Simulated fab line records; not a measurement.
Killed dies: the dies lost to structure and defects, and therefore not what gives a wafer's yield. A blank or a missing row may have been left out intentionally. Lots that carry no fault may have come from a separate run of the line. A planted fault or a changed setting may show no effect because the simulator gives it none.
Which tool did it? + flow n5-finfet + Sampling: 9 lots, 27 wafers, 5 of 1938 route steps

WHAT EACH GAUGE READ, for each wafer
N5_WELL_APT_OVL_MEAS_09. Usual: for NWELL_OVL the level is 4 nm and the standard deviation is 4.7.
| lot  | measured    | on         | NWELL_OVL (nm) | flag |
|------|-------------|------------|----------------|------|
| L218 | day 1 13:35 | overlay-02 | 1 12 3         |      |
| L220 | day 2 02:02 | overlay-02 | 8 9 7          |      |
| L223 | day 2 19:44 | overlay-01 | 11 9 16        |      |
| L230 | day 4 14:11 | overlay-02 | 7 0 10         |      |
| L231 | day 4 19:35 | overlay-02 | 3 2 4          |      |
| L233 | day 5 07:43 | overlay-01 | -2 2 1         |      |
| L234 | day 5 13:50 | overlay-02 | 6 4 8          |      |
| L238 | day 6 13:50 | overlay-01 | 5 1 6          |      |
| L240 | day 7 01:43 | overlay-01 | 8 0 0          |      |

N5_BEOL_M4_RC_MEAS_101. Usual: DIBL_N 36.4 mV/V, standard deviation 1.3; DIBL_P 36.5 mV/V, standard deviation 1.7; IOFF_N 0.154 nA/um, standard deviation 0.022; IOFF_P 0.202 nA/um, standard deviation 0.025; ION_N 671 uA/um, standard deviation 9.8; ION_P 460 uA/um, standard deviation 6.8; SS_N 71.6 mV/dec, standard deviation 0.54; SS_P 73.4 mV/dec, standard deviation 0.58; VT_N 250.9 mV, standard deviation 2.8; VT_P -251.4 mV, standard deviation 2.7.
| lot  | measured     | on        | DIBL_N (mV/V)  | DIBL_P (mV/V)  | IOFF_N (nA/um)    | IOFF_P (nA/um)    | ION_N (uA/um) | ION_P (uA/um) | SS_N (mV/dec)  | SS_P (mV/dec)  | VT_N (mV)         | VT_P (mV)            | flag |
|------|--------------|-----------|----------------|----------------|-------------------|-------------------|---------------|---------------|----------------|----------------|-------------------|----------------------|------|
| L218 | day 7 23:53  | prober-01 | 39.0 39.4 40.5 | 37.2 37.7 39.9 | 0.176 0.183 0.224 | 0.213 0.222 0.259 | 686 683 697   | 469 461 477   | 73.3 72.5 72.8 | 74.2 74.1 74.2 | 247.0 247.6 244.5 | -251.2 -249.5 -250.8 |      |
| L220 | day 8 07:36  | prober-02 | 37.7 34.9 37.6 | 38.0 34.4 37.3 | 0.170 0.125 0.170 | 0.216 0.167 0.201 | 667 657 672   | 457 453 456   | 71.6 70.8 71.3 | 74.3 73.3 74.2 | 249.1 255.3 251.2 | -252.6 -256.2 -253.2 |      |
| L223 | day 9 02:28  | prober-02 | 36.6 36.0 35.3 | 37.2 36.3 35.5 | 0.147 0.145 0.134 | 0.204 0.201 0.183 | 679 694 665   | 463 469 460   | 72.0 71.6 71.7 | 73.4 72.9 73.3 | 249.0 250.9 251.9 | -249.7 -250.8 -252.3 |      |
| L230 | day 10 14:14 | prober-01 | 35.9 35.8 35.6 | 38.8 39.1 38.8 | 0.157 0.153 0.147 | 0.192 0.191 0.182 | 673 665 672   | 458 458 452   | 71.7 71.6 71.8 | 73.6 73.8 73.1 | 249.1 251.6 252.3 | -254.4 -251.8 -254.5 |      |
| L231 | day 10 14:43 | prober-02 | 36.2 35.1 34.2 | 36.7 35.4 33.9 | 0.164 0.143 0.132 | 0.205 0.187 0.176 | 681 671 671   | 464 459 458   | 71.7 71.8 71.3 | 72.6 72.5 72.5 | 250.9 252.5 251.3 | -250.8 -251.6 -253.4 |      |
| L233 | day 11 21:14 | prober-01 | 37.2 35.0 36.2 | 35.4 34.6 35.3 | 0.176 0.140 0.156 | 0.210 0.197 0.205 | 665 667 663   | 452 457 456   | 72.6 72.0 71.8 | 73.9 73.3 73.6 | 250.9 252.5 250.5 | -251.1 -249.8 -248.8 |      |
| L234 | day 12 01:38 | prober-01 | 33.6 34.6 35.3 | 33.9 35.4 36.2 | 0.125 0.136 0.144 | 0.181 0.197 0.205 | 662 671 667   | 457 463 457   | 70.7 71.0 71.8 | 72.4 73.3 73.4 | 255.2 252.1 253.1 | -250.4 -249.0 -250.7 |      |
| L238 | day 13 07:52 | prober-01 | 37.1 37.6 37.2 | 35.6 37.3 37.7 | 0.163 0.188 0.193 | 0.198 0.241 0.248 | 661 676 687   | 449 463 469   | 71.9 71.9 71.4 | 73.7 74.4 73.6 | 250.8 244.2 246.1 | -252.9 -245.9 -245.7 |      |
| L240 | day 13 22:59 | prober-01 | 34.7 35.0 35.2 | 34.7 35.3 36.0 | 0.130 0.134 0.145 | 0.191 0.199 0.215 | 662 679 672   | 459 466 464   | 71.6 70.6 71.2 | 72.5 72.7 72.4 | 253.3 251.0 250.8 | -251.2 -248.1 -249.1 |      |

EACH LOT AND THE TOOL THAT RAN IT (in order: tool; ch and the chambers of the sampled wafers; start)
| lot  | N5_WELL_APT_DESCUM_30             | N5_PMOS_HMC_CHANNEL_EPI_EXPOSE_06 | N5_PMOS_HMC_CHANNEL_EPI_ETCH_32   |
|------|-----------------------------------|-----------------------------------|-----------------------------------|
| L218 | rie-diel-05 ch 1,2,3, day 1 14:47 | arfi-scanner-03 ch 0, day 1 16:45 | rie-diel-03 ch 0,2, day 1 16:59   |
| L220 | rie-diel-02 ch 0,2,3, day 2 03:17 | arfi-scanner-03 ch 0, day 2 05:07 | rie-diel-04 ch 1,2,3, day 2 05:31 |
| L223 | rie-diel-02 ch 0,1, day 2 21:07   | arfi-scanner-01 ch 0, day 2 23:03 | rie-diel-04 ch 0,1, day 2 23:37   |
| L230 | rie-diel-02 ch 0,2,3, day 4 16:17 | arfi-scanner-03 ch 0, day 4 18:35 | rie-diel-03 ch 0,1,2, day 4 18:49 |
| L231 | rie-diel-02 ch 1,3, day 4 20:53   | arfi-scanner-03 ch 0, day 4 22:43 | rie-diel-01 ch 0,1, day 4 22:58   |
| L233 | rie-diel-02 ch 0,1,3, day 5 08:53 | arfi-scanner-01 ch 0, day 5 10:50 | rie-diel-03 ch 1,2,3, day 5 11:05 |
| L234 | rie-diel-06 ch 1,2, day 5 15:01   | arfi-scanner-02 ch 0, day 5 17:05 | rie-diel-01 ch 2,3, day 5 17:20   |
| L238 | rie-diel-06 ch 0,3, day 6 15:01   | arfi-scanner-01 ch 0, day 6 17:16 | rie-diel-04 ch 1,2, day 6 17:31   |
| L240 | rie-diel-02 ch 1,2, day 7 02:53   | arfi-scanner-01 ch 0, day 7 05:23 | rie-diel-04 ch 1,2, day 7 05:37   |
- N5_WELL_APT_DESCUM_30: chemistry O2, time 7.9 s.
- N5_PMOS_HMC_CHANNEL_EPI_EXPOSE_06: exposes mask PMOS HMC BLK, target cd 240 nm.
- N5_PMOS_HMC_CHANNEL_EPI_ETCH_32: etches BARC in N2/H2, stops on SiO2, target depth 85.8 nm, time 50.3 s.

AS READ BY THE TOOLS THEMSELVES (means over the sampled wafers that have a number; for cases with no such wafer, the mark the record gives instead)
N5_WELL_APT_DESCUM_30. Usual: drypump-motor-current-A 5.8 A, standard deviation 0.43; oes-product-au 0.76 a.u., standard deviation 0.071; rf-vpp-V 242.8 V, standard deviation 1.4; showerhead-plenum-p-Torr 2.06 Torr, standard deviation 0.066; throttle-valve-pct 20.55 %, standard deviation 0.24.
| lot  | tool        | drypump-motor-current-A (A) | oes-product-au (a.u.) | rf-vpp-V (V) | showerhead-plenum-p-Torr (Torr) | throttle-valve-pct (%) | flag |
|------|-------------|-----------------------------|-----------------------|--------------|---------------------------------|------------------------|------|
| L218 | rie-diel-05 | 5.7                         | 0.72                  | 242.5        | 2.10                            | 20.46                  |      |
| L220 | rie-diel-02 | 6.0                         | 0.76                  | 241.9        | 2.07                            | 20.74                  |      |
| L223 | rie-diel-02 | 5.3                         | 0.75                  | 241.7        | 2.00                            | 20.40                  |      |
| L230 | rie-diel-02 | 6.0                         | 0.75                  | 242.7        | 2.06                            | 20.79                  |      |
| L231 | rie-diel-02 | 5.4                         | 0.74                  | 242.1        | 2.00                            | 20.50                  |      |
| L233 | rie-diel-02 | 5.7                         | 0.74                  | 242.2        | 2.00                            | 20.61                  |      |
| L234 | rie-diel-06 | 5.9                         | 0.71                  | 243.4        | 2.08                            | 20.45                  |      |
| L238 | rie-diel-06 | 6.0                         | 0.83                  | 242.1        | 2.03                            | 20.43                  |      |
| L240 | rie-diel-02 | 5.8                         | 0.75                  | 243.8        | 2.12                            | 20.71                  |      |

N5_PMOS_HMC_CHANNEL_EPI_EXPOSE_06. Usual: exposure-dose-mJ-cm2 40.97, standard deviation 0.049; reticle-temp-C 22.99 C, standard deviation 0.11.
| lot  | tool            | exposure-dose-mJ-cm2 | reticle-temp-C (C) | flag |
|------|-----------------|----------------------|--------------------|------|
| L218 | arfi-scanner-03 | 40.95                | 23.01              |      |
| L220 | arfi-scanner-03 | 40.99                | 23.09              |      |
| L223 | arfi-scanner-01 | 41.00                | 22.95              |      |
| L230 | arfi-scanner-03 | 40.29                | 22.99              | OFF  |
| L231 | arfi-scanner-03 | 40.26                | 23.09              | OFF  |
| L233 | arfi-scanner-01 | 41.02                | 22.97              |      |
| L234 | arfi-scanner-02 | 40.98                | 23.13              |      |
| L238 | arfi-scanner-01 | 40.91                | 23.01              |      |
| L240 | arfi-scanner-01 | 40.92                | 23.01              |      |

N5_PMOS_HMC_CHANNEL_EPI_ETCH_32. Usual: drypump-motor-current-A 5.6 A, standard deviation 0.42; oes-product-au 0.70 a.u., standard deviation 0.085; rf-vpp-V 524.4 V, standard deviation 2.8; showerhead-plenum-p-Torr 2.56 Torr, standard deviation 0.099; throttle-valve-pct 17.87 %, standard deviation 0.21.
| lot  | tool        | drypump-motor-current-A (A) | oes-product-au (a.u.) | rf-vpp-V (V) | showerhead-plenum-p-Torr (Torr) | throttle-valve-pct (%) | flag |
|------|-------------|-----------------------------|-----------------------|--------------|---------------------------------|------------------------|------|
| L218 | rie-diel-03 | 5.3                         | 0.68                  | 522.7        | 2.52                            | 18.03                  |      |
| L220 | rie-diel-04 | 6.0                         | 0.67                  | 523.4        | 2.52                            | 17.79                  |      |
| L223 | rie-diel-04 | 5.7                         | 0.70                  | 523.5        | 2.54                            | 17.69                  |      |
| L230 | rie-diel-03 | 5.5                         | 0.71                  | 523.8        | 2.57                            | 17.94                  |      |
| L231 | rie-diel-01 | 5.7                         | 0.79                  | 528.5        | 2.71                            | 17.51                  |      |
| L233 | rie-diel-03 | 5.4                         | 0.76                  | 525.2        | 2.59                            | 17.93                  |      |
| L234 | rie-diel-01 | 5.5                         | 0.71                  | 525.1        | 2.57                            | 17.85                  |      |
| L238 | rie-diel-04 | 5.7                         | 0.64                  | 524.7        | 2.57                            | 17.88                  |      |
| L240 | rie-diel-04 | 5.7                         | 0.68                  | 523.7        | 2.52                            | 17.74                  |      |

THE ANSWER, worked out from the rows above alone
Rule: a lot is off if the mean of its wafers that have a number lies more than 3 standard deviations from the usual mean. A lot without any number at a reading at which 4 lots or more have one is off too. Any other lot the step has rows for is counted as sound. After the gauges, taken in route order, come the tools' own readings; for these a lot's mean is taken, as printed above. At the first step where some lot is off, the reading lying furthest off is the one used; lots without a number count as furthest.
Off: L230, L231, at N5_PMOS_HMC_CHANNEL_EPI_EXPOSE_06 (exposure-dose-mJ-cm2).
A tool fits if, at that step or a process step before it, it ran every lot that is off, and no sound lot after the first of them. One fits: N5_PMOS_HMC_CHANNEL_EPI_EXPOSE_06 on arfi-scanner-03. Its last sound lot is L220 (day 2 05:07), its first lot that is off L230 (day 4 18:35): a fault that began between those two fits.
On the lots that are off, the tool's own readings at N5_PMOS_HMC_CHANNEL_EPI_EXPOSE_06 differ by more than 5 times the standard deviation of the sound lots' means, which bears it out; exposure-dose-mJ-cm2 reads 40.27 there versus 40.97 on the sound lots.

WHAT THE SIMULATOR HAD INSERTED
Process parameter drift: arfi-scanner-03, from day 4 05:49 on, at N5_PMOS_HMC_CHANNEL_EPI_EXPOSE_06. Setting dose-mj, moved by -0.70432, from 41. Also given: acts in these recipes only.
Struck lots among those shown: L230, L231. The rule given above showed the same thing.
